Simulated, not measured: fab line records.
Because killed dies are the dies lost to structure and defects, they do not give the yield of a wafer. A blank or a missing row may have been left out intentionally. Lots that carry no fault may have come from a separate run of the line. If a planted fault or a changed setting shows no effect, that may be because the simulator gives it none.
Matching of chambers	flow nand_harc	3 sister chambers for NHARC_A_CHANNEL_HOLE_D1_DEP_01 on pecvd-01
The step deposits SiON, target thk 140 nm. 3 wafers are shown with their chamber, then 10 later ones without.

EACH WAFER AND ITS CHAMBER
wafer	chamber	heater_power_w (W)
L086.4	2	769
L089.1	0	853
L089.2	1	818

WAFERS MISSING THEIR CHAMBER
wafer	heater_power_w (W)
L089.4	701
L090.2	819
L090.3	772
L090.5	785
L093.1	804
L093.4	723
L093.6	823
L097.1	739
L097.2	737
L097.4	731

EACH ONE'S CHAMBER
wafer	from the rows above	in truth
L089.4	can't be placed: 2 or 1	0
L090.2	can't be placed: 1 or 0 or 2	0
L090.3	can't be placed: 2 or 1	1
L090.5	can't be placed: 2 or 1 or 0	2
L093.1	can't be placed: 1 or 2 or 0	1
L093.4	can't be placed: 2 or 1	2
L093.6	can't be placed: 1 or 0 or 2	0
L097.1	can't be placed: 2 or 1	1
L097.2	can't be placed: 2 or 1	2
L097.4	can't be placed: 2 or 1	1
Correctly placed: 0 of 10. Cannot be placed on the basis of these rows: 10; the candidates contain the true chamber in 9. Number placed wrongly: 0.
How it was worked out, from the rows above alone: a wafer's distance from a chamber is the root of the sum, over the readings, of the square of ((its reading less the chamber's mean) divided by the reading's scatter). If the next closest chamber is less than 2 further off than the closest, the wafer can't be placed; otherwise it belongs to the closest. The mean given for a chamber averages the wafers shown for that chamber. The scatter (one wafer shown for each chamber): square how far every hidden wafer sits from the nearest shown wafer, average those squares and take the square root.
